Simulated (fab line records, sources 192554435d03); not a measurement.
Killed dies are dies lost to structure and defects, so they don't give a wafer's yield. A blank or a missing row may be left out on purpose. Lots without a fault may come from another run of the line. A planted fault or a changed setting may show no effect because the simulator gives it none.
fab line records | flow n5_finfet
record lots=24 wafers=72 last_day=19
route steps=1938 shown BEOL_M3@1000 BEOL_M4@1034
lots that met no fault: from a run of the same line without faults
start_h: hours from the record's first day to the start of the lot's first wafer shown | wait_h: hours since the lot's step before | " the same as in the row above | L1.1+2: a row that stands for several wafers | - no value, or no start given | * or withheld: withheld | < > ~ a bound
route shown NAME@n: a module of which the file shows steps, and the number in the route of the first | usual: mean/standard deviation of fault-free wafers | same: alike in all rows | chamber/n: place in a boat | sites: the reading at each site | _std_site: their standard deviation | _edge_site: outer sites' mean less inner sites' | radius_mm: how far each site lies from the wafer's centre | mask NAME#n: copy n | behind: the tool/chamber that last shaped the wafer | hold: why the lot was held/for how many hours/how that ended | device: the transistor (n, p or np) that didn't switch | end of line: the same wafers' tests at the end of the route | a step without rows: its recipe alone | killed: dies lost to structure and defects at the first sort, not the wafer's yield | map: a wafer's dies, x killed, . not, _ none there
set.NAME: the setting as run; set.NAME@STEP: as run at that earlier step | model.NAME: the simulator's own value behind a step, which no gauge read
steps of the route over a sample of lots; a table a step, a row a wafer
services: from which hour (start_h, from the record's first day; less than 0 if before it) a tool's chamber was out of use, for how many hours, and why
## steps
# step N5_BEOL_M3_SPUTTER_86
# recipe material=Cu target_thk_a=45 temp_c=-20 chamber_pressure_pa=0.07 power_w=withheld time_s=8.29
# usual throttle_valve_pct=30.4/1.1
# columns lot.wafer tool chamber start_h wait_h throttle_valve_pct
L074.2 pvd_sputter-02 - 159.80 0.1 29.2
L074.3 " - " " 29.4
L074.6 " - " " 28.5
L076.2 pvd_sputter-03 - 169.68 0.1 30.4
L076.5 " - " " 32.9
L076.6 " - " " 30.3
L075.1 pvd_sputter-03 - 173.04 0.1 31.0
L075.2 " - " " 30.6
L075.5 " - " " 32.8
L077.1 pvd_sputter-03 - 177.96 0.1 30.7
L077.5 " - " " 31.2
L077.6 " - " " 30.4
L078.1 pvd_sputter-01 - 179.92 0.1 30.9
L078.3 " - " " 31.1
L078.6 " - " " 29.9
L079.3 pvd_sputter-02 - 185.19 0.1 29.1
L079.4 " - " " 29.2
L079.6 " - " " 28.9
L080.3 pvd_sputter-01 - 198.78 0.1 30.2
L080.4 " - " " 31.2
L080.5 " - " " 31.2
L081.2 pvd_sputter-02 - 199.14 0.1 29.6
L081.4 " - " " 28.8
L081.5 " - " " 29.2
L082.1 pvd_sputter-02 - 201.72 0.1 29.5
L082.2 " - " " 28.7
L082.5 " - " " 28.8
L083.3 pvd_sputter-01 - 211.19 0.1 31.2
L083.5 " - " " 30.1
L083.6 " - " " 31.1
L085.3 pvd_sputter-01 - 213.03 0.1 29.9
L085.4 " - " " 31.2
L085.5 " - " " 29.6
L084.2 pvd_sputter-03 - 216.94 0.1 31.1
L084.4 " - " " 32.9
L084.6 " - " " 32.6
L087.1 pvd_sputter-01 - 240.57 0.1 30.1
L087.2 " - " " 31.4
L087.3 " - " " 31.0
L086.3 pvd_sputter-03 - 249.53 0.1 32.6
L086.4 " - " " 31.3
L086.6 " - " " 31.0
L089.1 pvd_sputter-01 - 249.81 0.1 31.2
L089.2 " - " " 31.0
L089.3 " - " " 30.3
L088.1 pvd_sputter-03 - 254.69 0.1 31.1
L088.4 " - " " 32.8
L088.6 " - " " 29.8
L090.3 pvd_sputter-01 - 255.65 0.1 31.3
L090.4 " - " " 31.4
L090.6 " - " " 30.2
L091.2 pvd_sputter-02 - 294.03 0.1 28.9
L091.4 " - " " 29.4
L091.6 " - " " 29.4
L093.1 pvd_sputter-02 - 295.95 0.1 29.0
L093.5 " - " " 28.9
L093.6 " - " " 28.6
L094.2 pvd_sputter-02 - 299.76 0.1 28.8
L094.3 " - " " 29.6
L094.6 " - " " 29.6
L095.2 pvd_sputter-01 - 302.51 0.1 31.0
L095.3 " - " " 30.0
L095.4 " - " " 30.9
L092.4 pvd_sputter-03 - 305.54 0.1 31.0
L092.5 " - " " 30.3
L092.6 " - " " 29.5
L096.1 pvd_sputter-03 - 307.68 0.1 30.9
L096.3 " - " " 30.6
L096.5 " - " " 31.1
L097.1 pvd_sputter-01 - 312.11 0.1 30.2
L097.2 " - " " 31.2
L097.3 " - " " 31.3
# step N5_BEOL_M3_INSPECT_59
# recipe inspect_instrument=darkfield mode=post_dep
# usual raw_defect_count=70/22
# columns lot.wafer tool chamber start_h wait_h raw_defect_count
L074.2 defect_inspect-01 - 162.03 0.0 64
L074.3 " - " " 81
L074.6 " - " " 47
L076.2 defect_inspect-01 - 171.85 0.0 37
L076.5 " - " " 47
L076.6 " - " " 56
L075.1 defect_inspect-01 - 175.21 0.0 70
L075.2 " - " " 41
L075.5 " - " " 74
L077.1 defect_inspect-01 - 180.69 0.0 71
L077.5 " - " " 91
L077.6 " - " " 99
L078.1 defect_inspect-01 - 182.19 0.0 74
L078.3 " - " " 78
L078.6 " - " " 103
L079.3 defect_inspect-01 - 187.36 0.0 55
L079.4 " - " " 55
L079.6 " - " " 54
L080.3 defect_inspect-01 - 201.67 0.0 44
L080.4 " - " " 71
L080.5 " - " " 54
L081.2 defect_inspect-01 - 201.89 0.0 60
L081.4 " - " " 73
L081.5 " - " " 77
L082.1 defect_inspect-01 - 203.91 0.0 109
L082.2 " - " " 117
L082.5 " - " " 127
L083.3 defect_inspect-02 - 213.36 0.0 59
L083.5 " - " " 39
L083.6 " - " " 62
L085.3 defect_inspect-02 - 215.20 0.0 95
L085.4 " - " " 122
L085.5 " - " " 92
L084.2 defect_inspect-01 - 219.12 0.0 91
L084.4 " - " " 59
L084.6 " - " " 56
L087.1 defect_inspect-01 - 242.77 0.0 57
L087.2 " - " " 68
L087.3 " - " " 125
L086.3 defect_inspect-02 - 252.13 0.0 62
L086.4 " - " " 67
L086.6 " - " " 57
L089.1 defect_inspect-01 - 252.23 0.0 42
L089.2 " - " " 75
L089.3 " - " " 75
L088.1 defect_inspect-02 - 257.77 0.0 46
L088.4 " - " " 62
L088.6 " - " " 64
L090.3 defect_inspect-02 - 258.31 0.0 75
L090.4 " - " " 51
L090.6 " - " " 45
L091.2 defect_inspect-02 - 296.21 0.0 101
L091.4 " - " " 64
L091.6 " - " " 74
L093.1 defect_inspect-02 - 298.14 0.0 68
L093.5 " - " " 60
L093.6 " - " " 68
L094.2 defect_inspect-02 - 301.98 0.0 75
L094.3 " - " " 75
L094.6 " - " " 90
L095.2 defect_inspect-01 - 304.70 0.0 57
L095.3 " - " " 54
L095.4 " - " " 79
L092.4 defect_inspect-02 - 307.74 0.0 47
L092.5 " - " " 69
L092.6 " - " " 73
L096.1 defect_inspect-02 - 309.92 0.0 88
L096.3 " - " " 100
L096.5 " - " " 111
L097.1 defect_inspect-01 - 314.28 0.0 52
L097.2 " - " " 66
L097.3 " - " " 65
# step N5_BEOL_M4_CD_MEAS_11
# recipe target_cd_nm=16.79 landing_energy_ev=500 detector=se_inlens polarity=opening
# usual cd_nm=16.74/0.23
# columns lot.wafer tool chamber start_h wait_h cd_nm
L074.2 cd_sem-01 0 162.71 - 17.16
L074.3 " 0 " " 16.72
L074.6 " 0 " " 16.78
L076.2 cd_sem-03 0 172.97 - 16.90
L076.5 " 0 " " 16.60
L076.6 " 0 " " 16.71
L075.1 cd_sem-02 0 176.12 - 16.20
L075.2 " 0 " " 16.82
L075.5 " 0 " " 16.71
L077.1 cd_sem-01 0 181.65 - 16.86
L077.5 " 0 " " 16.57
L077.6 " 0 " " 16.72
L078.1 cd_sem-03 0 184.15 - 16.89
L078.3 " 0 " " 16.40
L078.6 " 0 " " 16.66
L079.3 cd_sem-02 0 189.98 - 17.14
L079.4 " 0 " " 16.84
L079.6 " 0 " " 16.83
L080.3 cd_sem-01 0 203.98 - 17.16
L080.4 " 0 " " 17.02
L080.5 " 0 " " 16.94
L081.2 cd_sem-01 0 204.15 - 17.01
L081.4 " 0 " " 16.83
L081.5 " 0 " " 16.76
L082.1 cd_sem-01 0 204.55 - 16.69
L082.2 " 0 " " 16.59
L082.5 " 0 " " 16.97
L083.3 cd_sem-01 0 215.33 - 16.49
L083.5 " 0 " " 16.30
L083.6 " 0 " " 16.76
L085.3 cd_sem-03 0 216.30 - 16.91
L085.4 " 0 " " 16.86
L085.5 " 0 " " 16.84
L084.2 cd_sem-02 0 219.71 - 16.65
L084.4 " 0 " " 16.84
L084.6 " 0 " " 16.98
L087.1 cd_sem-01 0 244.46 - 16.42
L087.2 " 0 " " 16.49
L087.3 " 0 " " 16.78
L086.3 cd_sem-02 0 252.87 - 16.70
L086.4 " 0 " " 16.61
L086.6 " 0 " " 16.93
L089.1 cd_sem-02 0 253.06 - 16.65
L089.2 " 0 " " 16.76
L089.3 " 0 " " 16.49
L088.1 cd_sem-01 0 259.13 - 16.64
L088.4 " 0 " " 16.49
L088.6 " 0 " " 16.66
L090.3 cd_sem-02 0 259.35 - 16.38
L090.4 " 0 " " 16.53
L090.6 " 0 " " 16.56
L091.2 cd_sem-03 0 297.96 - 17.05
L091.4 " 0 " " 16.62
L091.6 " 0 " " 16.73
L093.1 cd_sem-02 0 301.16 - 16.96
L093.5 " 0 " " 17.00
L093.6 " 0 " " 16.41
L094.2 cd_sem-03 0 304.46 - 16.69
L094.3 " 0 " " 17.11
L094.6 " 0 " " 16.85
L095.2 cd_sem-01 0 307.52 - 16.78
L095.3 " 0 " " 16.36
L095.4 " 0 " " 16.87
L092.4 cd_sem-02 0 308.97 - 16.56
L092.5 " 0 " " 16.45
L092.6 " 0 " " 16.45
L096.1 cd_sem-03 0 312.66 - 16.44
L096.3 " 0 " " 17.02
L096.5 " 0 " " 16.66
L097.1 cd_sem-02 0 315.74 - 16.47
L097.2 " 0 " " 16.85
L097.3 " 0 " " 16.53
# step N5_BEOL_M4_ETCH_64
# recipe chemistry=N2/H2 target=SOC target_depth_a=750 overetch_a=225 mask_material=SiARC temp_c=40 time_s=121.9 ion_energy_ev=200 pressure_mtorr=30 source_w=840 bias_w=150 n2_flow_sccm=200 h2_flow_sccm=200
# usual drypump_motor_current_A=5.6/0.48 oes_product_au=0.60/0.056 rf_vpp_V=524.6/2.7 showerhead_plenum_p_Torr=2.56/0.092 temp_c=40.01/0.094 throttle_valve_pct=17.78/0.23
# columns lot.wafer tool chamber start_h wait_h drypump_motor_current_A oes_product_au rf_hours_counter_h rf_vpp_V showerhead_plenum_p_Torr temp_c throttle_valve_pct
L074.2 rie_diel-05 1 162.91 0.0 5.1 0.53 243 526.2 2.60 40.02 18.04
L074.3 " 2 " " 5.2 0.72 11 528.0 2.69 40.17 17.18
L074.6 " 2 " " 5.2 0.72 - 528.1 2.69 40.16 17.18
L076.2 rie_diel-05 2 173.17 0.0 5.2 0.71 14 530.1 2.69 40.11 17.18
L076.5 " 1 " " 5.2 0.52 - 524.5 2.60 39.97 18.03
L076.6 " 0 " " 6.4 0.58 - 520.5 2.44 39.94 17.74
L075.1 rie_diel-04 2 176.33 0.0 5.8 0.61 84 523.6 2.59 39.89 18.01
L075.2 " 1 " " 5.9 0.56 172 527.1 2.63 40.07 17.60
L075.5 " 1 " " 5.9 0.56 - 526.3 2.63 39.86 17.61
L077.1 rie_diel-04 2 181.90 0.0 5.8 0.61 87 524.6 2.59 40.11 18.01
L077.5 " 0 " " 4.8 0.63 - 524.3 2.56 40.18 17.62
L077.6 " 3 " " 5.8 0.59 - 521.9 2.42 39.80 17.86
L078.1 rie_diel-04 3 184.35 0.0 5.7 0.58 156 520.6 2.42 39.92 17.87
L078.3 " 1 " " 5.9 0.56 177 525.2 2.63 39.83 17.60
L078.6 " 0 " " 4.8 0.62 - 526.1 2.56 40.11 17.61
L079.3 rie_diel-05 3 190.27 0.1 5.6 0.53 - 526.8 2.60 40.12 18.02
L079.4 " 0 " " 6.4 0.57 - 520.9 2.44 40.06 17.74
L079.6 " 0 " " 6.4 0.56 - 520.9 2.44 40.14 17.75
L080.3 rie_diel-05 3 204.18 0.0 5.6 0.52 233 526.2 2.59 40.05 18.01
L080.4 " 0 " " 6.4 0.56 - 521.3 2.43 40.15 17.76
L080.5 " 3 " " 5.5 0.53 - 526.3 2.59 39.92 18.00
L081.2 rie_diel-04 3 204.35 0.0 5.8 0.58 162 520.9 2.42 39.91 17.85
L081.4 " 1 " " 5.9 0.55 182 526.0 2.63 40.07 17.63
L081.5 " 0 " " 4.8 0.62 - 526.0 2.56 40.04 17.63
L082.1 rie_diel-06 2 204.76 0.0 5.0 0.52 247 522.1 2.50 40.02 17.58
L082.2 " 3 " " 6.0 0.59 129 526.4 2.67 39.98 17.88
L082.5 " 2 " " 4.9 0.52 - 522.6 2.50 40.14 17.59
L083.3 rie_diel-06 0 215.57 0.0 5.8 0.67 40 527.0 2.71 40.01 17.92
L083.5 " 0 " " 5.8 0.67 - 529.8 2.71 40.07 17.94
L083.6 " 3 " " 6.0 0.59 - 526.2 2.67 40.01 17.89
L085.3 rie_diel-05 2 216.83 0.0 5.2 0.69 24 528.6 2.68 40.05 17.19
L085.4 " 0 " " 6.4 0.56 178 520.2 2.43 39.98 17.76
L085.5 " 1 " " 5.2 0.71 - 526.5 2.59 40.01 17.66
L084.2 rie_diel-06 0 219.96 0.0 5.9 0.67 43 528.1 2.71 39.92 17.90
L084.4 " 0 " " 5.8 0.67 - 528.2 2.71 39.98 17.91
L084.6 " 1 " " 5.8 0.58 - 519.7 2.44 39.94 17.86
L087.1 rie_diel-04 2 244.67 0.0 5.8 0.59 108 524.6 2.58 40.16 18.05
L087.2 " 0 " " 4.8 0.62 103 524.1 2.55 40.17 17.65
L087.3 " 3 " " 5.8 0.57 182 520.6 2.41 40.13 17.90
L086.3 rie_diel-06 2 253.26 0.0 4.9 0.74 8 521.9 2.50 40.15 17.19
L086.4 " 0 " " 5.8 0.66 57 530.0 2.70 40.07 17.95
L086.6 " 2 " " 4.9 0.74 - 521.8 2.50 40.18 17.18
L089.1 rie_diel-04 1 253.59 0.0 5.9 0.54 202 525.2 2.62 39.99 17.65
L089.2 " 2 " " 5.8 0.60 110 524.8 2.58 40.11 18.06
L089.3 " 3 " " 5.7 0.57 183 521.3 2.41 40.06 17.90
L088.1 rie_diel-04 1 259.33 0.0 5.9 0.54 204 525.7 2.62 39.92 17.64
L088.4 " 2 " " 5.8 0.59 111 522.7 2.58 40.04 18.08
L088.6 " 1 " " 5.9 0.54 - 527.1 2.62 39.97 17.65
L090.3 rie_diel-06 1 259.55 0.0 5.8 0.57 169 521.1 2.44 39.85 17.89
L090.4 " 0 " " 5.9 0.64 59 527.9 2.70 39.99 17.96
L090.6 " 0 " " 5.8 0.65 - 530.5 2.70 39.99 17.95
L091.2 rie_diel-04 1 298.19 0.0 5.9 0.54 218 527.2 2.61 40.01 17.67
L091.4 " 0 " " 4.7 0.60 121 524.1 2.54 40.09 17.69
L091.6 " 1 " " 5.9 0.54 - 526.8 2.61 40.00 17.70
L093.1 rie_diel-04 1 301.36 0.0 5.9 0.54 219 526.0 2.61 39.94 17.69
L093.5 " 3 " " 5.8 0.56 - 520.6 2.40 39.93 17.93
L093.6 " 2 " " 5.8 0.57 - 524.7 2.57 39.99 18.10
L094.2 rie_diel-05 2 304.74 0.0 5.2 0.65 53 528.3 2.67 39.99 17.24
L094.3 " 1 " " 5.2 0.66 41 526.9 2.58 39.93 17.72
L094.6 " 3 " " 5.5 0.69 - 524.6 2.58 40.16 17.58
L095.2 rie_diel-04 2 307.73 0.0 5.8 0.57 130 524.9 2.57 39.96 18.10
L095.3 " 0 " " 4.7 0.59 124 523.6 2.54 40.06 17.70
L095.4 " 3 " " 5.8 0.56 203 521.7 2.40 40.00 17.92
L092.4 rie_diel-06 0 309.17 0.0 5.8 0.64 75 527.9 2.69 40.11 17.99
L092.5 " 0 " " 5.8 0.64 - 528.3 2.69 39.92 17.98
L092.6 " 3 " " 6.0 0.56 - 527.2 2.65 39.89 17.95
L096.1 rie_diel-05 0 312.86 0.0 6.4 0.54 215 519.4 2.42 40.04 17.83
L096.3 " 3 " " 5.6 0.68 16 525.3 2.58 40.00 17.57
L096.5 " 1 " " 5.1 0.66 - 524.5 2.58 40.07 17.74
L097.1 rie_diel-04 0 315.94 0.0 4.8 0.59 126 525.0 2.54 40.20 17.70
L097.2 " 1 " " 5.9 0.53 224 525.6 2.61 40.13 17.69
L097.3 " 2 " " 5.8 0.58 132 523.3 2.57 40.02 18.10
# step N5_BEOL_M4_HM_OPEN_17
# recipe chemistry=Cl2/BCl3 target_depth_a=200 overetch_a=60 target=TiN mask_material=SOC ion_energy_ev=150 pressure_mtorr=10 icp_w=1000 bias_w=126 Cl2_flow_sccm=53.25 bcl3_flow_sccm=21.75 Ar_flow_sccm=25
# usual drypump_motor_current_A=5.3/0.3 oes_product_au=0.65/0.09 throttle_valve_pct=22.28/0.25
# columns lot.wafer tool chamber start_h wait_h drypump_motor_current_A oes_product_au rf_hours_counter_h throttle_valve_pct
L074.2 rie_metal-02 1 163.08 0.0 5.2 0.54 114 22.40
L074.3 " 0 " " 5.2 0.79 - 21.92
L074.6 " 0 " " 5.2 0.79 - 21.92
L076.2 rie_metal-03 1 173.34 0.0 5.7 0.72 19 22.38
L076.5 " 1 " " 5.7 0.73 - 22.35
L076.6 " 0 " " 5.1 0.59 - 22.24
L075.1 rie_metal-02 0 176.50 0.0 5.2 0.78 7 21.94
L075.2 " 1 " " 5.1 0.54 115 22.43
L075.5 " 1 " " 5.2 0.54 - 22.42
L077.1 rie_metal-02 1 182.08 0.0 5.2 0.54 115 22.43
L077.5 " 0 " " 5.2 0.78 - 21.94
L077.6 " 1 " " 5.1 0.54 - 22.42
L078.1 rie_metal-03 1 184.52 0.0 5.7 0.72 20 22.37
L078.3 " 0 " " 5.1 0.60 - 22.22
L078.6 " 0 " " 5.1 0.60 - 22.22
L079.3 rie_metal-01 1 190.50 0.1 5.9 0.59 - 22.74
L079.4 " 0 " " 5.1 0.69 - 22.19
L079.6 " 1 " " 6.0 0.58 - 22.75
L080.3 rie_metal-02 0 204.39 0.1 5.2 0.77 - 21.91
L080.4 " 1 " " 5.1 0.54 - 22.42
L080.5 " 0 " " 5.2 0.76 - 21.93
L081.2 rie_metal-03 1 204.53 0.0 5.7 0.72 22 22.35
L081.4 " 1 " " 5.7 0.71 - 22.38
L081.5 " 1 " " 5.7 0.71 - 22.35
L082.1 rie_metal-02 0 204.93 0.0 5.2 0.76 10 21.94
L082.2 " 1 " " 5.1 0.54 117 22.44
L082.5 " 1 " " 5.2 0.53 - 22.42
L083.3 rie_metal-01 1 215.78 0.1 6.0 0.58 - 22.77
L083.5 " 0 " " 5.1 0.68 - 22.19
L083.6 " 1 " " 6.0 0.58 - 22.77
L085.3 rie_metal-02 1 217.03 0.1 5.2 0.53 - 22.43
L085.4 " 0 " " 5.2 0.77 - 21.94
L085.5 " 0 " " 5.2 0.76 - 21.93
L084.2 rie_metal-02 1 220.13 0.0 5.2 0.53 119 22.43
L084.4 " 0 " " 5.2 0.77 - 21.93
L084.6 " 1 " " 5.1 0.53 - 22.44
L087.1 rie_metal-02 1 244.84 0.0 5.1 0.53 120 22.46
L087.2 " 0 " " 5.2 0.74 15 21.95
L087.3 " 1 " " 5.1 0.53 - 22.43
L086.3 rie_metal-02 1 253.47 0.1 5.2 0.53 - 22.44
L086.4 " 0 " " 5.2 0.74 - 21.95
L086.6 " 1 " " 5.2 0.54 - 22.44
L089.1 rie_metal-03 0 253.77 0.0 5.1 0.60 86 22.22
L089.2 " 1 " " 5.7 0.69 28 22.39
L089.3 " 0 " " 5.1 0.59 - 22.23
L088.1 rie_metal-02 0 259.50 0.0 5.2 0.75 16 21.93
L088.4 " 1 " " 5.2 0.53 - 22.45
L088.6 " 0 " " 5.2 0.75 - 21.91
L090.3 rie_metal-01 0 259.76 0.1 5.1 0.67 - 22.20
L090.4 " 1 " " 6.0 0.57 - 22.74
L090.6 " 0 " " 5.1 0.67 - 22.21
L091.2 rie_metal-03 1 298.40 0.1 5.7 0.69 30 22.40
L091.4 " 0 " " 5.1 0.58 - 22.23
L091.6 " 0 " " 5.1 0.59 - 22.24
L093.1 rie_metal-02 1 301.54 0.0 5.2 0.83 1 21.92
L093.5 " 1 " " 5.2 0.83 - 21.90
L093.6 " 0 " " 5.2 0.73 - 21.97
L094.2 rie_metal-01 1 304.91 0.0 6.0 0.56 97 22.77
L094.3 " 1 " " 6.0 0.56 - 22.79
L094.6 " 0 " " 5.1 0.66 - 22.23
L095.2 rie_metal-03 0 307.90 0.0 5.1 0.58 89 22.26
L095.3 " 1 " " 5.7 0.69 - 22.37
L095.4 " 0 " " 5.1 0.58 - 22.24
L092.4 rie_metal-03 0 309.37 0.1 5.1 0.59 - 22.24
L092.5 " 0 " " 5.1 0.57 - 22.26
L092.6 " 1 " " 5.7 0.70 - 22.39
L096.1 rie_metal-01 0 313.03 0.0 5.2 0.65 43 22.21
L096.3 " 1 " " 5.9 0.56 - 22.78
L096.5 " 0 " " 5.2 0.65 - 22.24
L097.1 rie_metal-03 0 316.11 0.0 5.1 0.58 90 22.24
L097.2 " 1 " " 5.7 0.68 32 22.41
L097.3 " 0 " " 5.1 0.58 - 22.24
# step N5_BEOL_M4_ETCHBACK_99
# recipe chemistry=CHF3 target=SiO2 target_depth_a=50 time_s=10.4 source_w=215 bias_w=47 Ar_flow_sccm=200 CHF3_flow_sccm=12 ion_energy_ev=100 pressure_mtorr=30
# usual drypump_motor_current_A=5.6/0.48 oes_product_au=0.80/0.077 rf_vpp_V=244/5.8 showerhead_plenum_p_Torr=2.16/0.078 throttle_valve_pct=17.03/0.24
# columns lot.wafer tool chamber start_h wait_h drypump_motor_current_A oes_product_au rf_hours_counter_h rf_vpp_V showerhead_plenum_p_Torr throttle_valve_pct
L074.2 rie_diel-04 2 171.31 6.8 5.8 0.82 82 246 2.19 17.16
L074.3 " 0 " " 4.8 0.84 72 252 2.18 16.84
L074.6 " 1 " " 5.9 0.74 - 251 2.22 16.81
L076.2 rie_diel-04 2 176.76 2.3 5.8 0.82 85 246 2.18 17.19
L076.5 " 3 " " 5.8 0.78 - 240 2.06 17.25
L076.6 " 2 " " 5.8 0.82 - 247 2.18 17.19
L075.1 rie_diel-06 0 180.51 2.7 5.8 0.93 26 233 2.30 17.08
L075.2 " 2 " " 4.9 0.68 239 245 2.11 16.73
L075.5 " 1 " " 5.8 0.77 - 250 2.08 17.14
L077.1 rie_diel-04 2 187.27 4.3 5.8 0.81 90 245 2.18 17.18
L077.5 " 1 " " 5.9 0.73 - 251 2.22 16.83
L077.6 " 2 " " 5.8 0.81 - 246 2.18 17.19
L078.1 rie_diel-06 0 196.90 11.0 5.8 0.92 32 234 2.29 17.09
L078.3 " 2 " " 4.9 0.68 245 246 2.10 16.74
L078.6 " 0 " " 5.8 0.91 - 232 2.29 17.08
L079.3 rie_diel-06 3 200.08 8.7 6.0 0.77 128 238 2.25 17.17
L079.4 " 0 " " 5.8 0.91 - 235 2.29 17.09
L079.6 " 3 " " 6.0 0.78 - 240 2.25 17.16
L080.3 rie_diel-04 2 205.36 0.1 5.8 0.81 95 248 2.18 17.20
L080.4 " 0 " " 4.7 0.83 84 252 2.18 16.88
L080.5 " 1 " " 5.9 0.73 - 250 2.22 16.82
L081.2 rie_diel-05 1 205.83 0.1 5.1 0.98 4 251 2.22 17.15
L081.4 " 2 " " 5.2 0.92 20 241 2.27 16.60
L081.5 " 0 " " 6.4 0.73 - 239 2.06 17.10
L082.1 rie_diel-04 1 205.95 0.1 5.9 0.73 183 252 2.22 16.84
L082.2 " 2 " " 5.8 0.81 95 248 2.18 17.20
L082.5 " 2 " " 5.8 0.81 - 245 2.18 17.20
L083.3 rie_diel-04 0 223.40 6.4 4.7 0.81 93 253 2.18 16.88
L083.5 " 0 " " 4.7 0.81 - 252 2.17 16.88
L083.6 " 3 " " 5.8 0.76 - 240 2.06 17.29
L085.3 rie_diel-04 1 224.23 6.2 5.9 0.73 191 249 2.21 16.85
L085.4 " 0 " " 4.7 0.81 - 251 2.17 16.88
L085.5 " 1 " " 5.9 0.73 - 248 2.22 16.84
L084.2 rie_diel-04 2 227.12 6.1 5.8 0.81 103 247 2.18 17.20
L084.4 " 3 " " 5.8 0.77 172 240 2.06 17.28
L084.6 " 0 " " 4.7 0.81 - 252 2.17 16.90
L087.1 rie_diel-05 0 250.33 4.4 6.4 0.71 194 239 2.06 17.15
L087.2 " 2 " " 5.2 0.89 34 239 2.27 16.64
L087.3 " 1 " " 5.1 0.92 23 250 2.22 17.19
L089.1 rie_diel-05 1 256.53 1.6 5.1 0.92 27 250 2.21 17.19
L089.2 " 0 " " 6.4 0.72 198 236 2.05 17.15
L089.3 " 2 " " 5.2 0.89 38 239 2.27 16.65
L086.3 rie_diel-06 0 257.02 2.2 5.9 0.87 59 232 2.28 17.13
L086.4 " 3 " " 6.0 0.76 152 238 2.24 17.23
L086.6 " 2 " " 5.0 0.98 - 245 2.10 16.35
L088.1 rie_diel-04 3 264.47 2.2 5.7 0.75 188 240 2.05 17.31
L088.4 " 1 " " 5.9 0.72 206 250 2.21 16.86
L088.6 " 0 " " 4.7 0.79 - 251 2.17 16.90
L090.3 rie_diel-06 1 265.27 2.9 5.8 0.74 172 250 2.07 17.20
L090.4 " 2 " " 5.0 0.97 13 247 2.10 16.34
L090.6 " 2 " " 4.9 0.96 - 245 2.10 16.34
L091.2 rie_diel-04 2 300.54 1.3 5.8 0.77 126 247 2.17 17.25
L091.4 " 0 " " 4.7 0.79 122 251 2.16 16.93
L091.6 " 2 " " 5.8 0.76 - 248 2.17 17.25
L093.1 rie_diel-05 2 303.36 0.9 5.2 0.87 53 236 2.26 16.66
L093.5 " 0 " " 6.5 0.70 - 238 2.05 17.17
L093.6 " 3 " " 5.5 0.92 - 242 2.18 16.91
L094.2 rie_diel-05 0 308.29 2.6 6.4 0.69 214 237 2.05 17.18
L094.3 " 3 " " 5.5 0.92 15 242 2.18 16.93
L094.6 " 3 " " 5.6 0.91 - 242 2.18 16.92
L092.4 rie_diel-04 0 311.87 1.7 4.7 0.78 125 250 2.16 16.93
L092.5 " 3 " " 5.8 0.74 - 240 2.05 17.35
L092.6 " 0 " " 4.7 0.79 - 251 2.16 16.95
L096.1 rie_diel-05 3 327.80 13.6 5.5 0.89 23 242 2.18 16.93
L096.3 " 0 " " 6.4 0.69 222 238 2.05 17.20
L096.5 " 2 " " 5.2 0.87 - 239 2.26 16.67
L095.2 rie_diel-06 3 327.83 19.0 6.0 0.74 174 239 2.23 17.24
L095.3 " 0 " " 5.8 0.84 81 233 2.28 17.15
L095.4 " 1 " " 5.8 0.73 192 249 2.06 17.24
L097.1 rie_diel-04 1 331.20 13.7 5.9 0.70 229 250 2.20 16.91
L097.2 " 3 " " 5.8 0.73 211 242 2.04 17.36
L097.3 " 0 " " 4.7 0.78 133 253 2.16 16.95
## services
# columns tool chamber start_h hours kind
rie_diel-05 0 147.50 7.9 repair
rie_diel-04 2 158.73 9.8 repair
rie_diel-05 1 182.10 - clean
rie_diel-05 1 182.10 - consumable_replace:focus_ring
rie_diel-05 1 182.10 14.4 scheduled_down
rie_diel-05 1 182.10 14.4 vent_cycle
rie_diel-05 2 186.93 18.4 repair
pvd_sputter-02 - 189.66 6.6 repair
rie_diel-06 1 194.90 14.0 repair
rie_diel-04 2 221.50 5.6 repair
rie_diel-04 2 227.60 7.5 repair
rie_diel-05 3 240.19 - clean
rie_diel-05 3 240.19 - consumable_replace:focus_ring
rie_diel-05 3 240.19 20.8 scheduled_down
rie_diel-05 3 240.19 20.8 vent_cycle
rie_diel-04 - 246.59 4.3 pm
rie_diel-04 3 270.27 1.4 repair
rie_diel-05 1 276.52 6.8 repair
pvd_sputter-03 - 294.50 0.8 repair
rie_metal-01 0 295.29 6.3 repair
rie_metal-02 - 308.24 2.8 pm
rie_metal-02 0 311.09 7.3 repair
rie_diel-05 2 314.84 9.9 repair
rie_metal-01 - 326.54 1.4 pm
## key
fault none
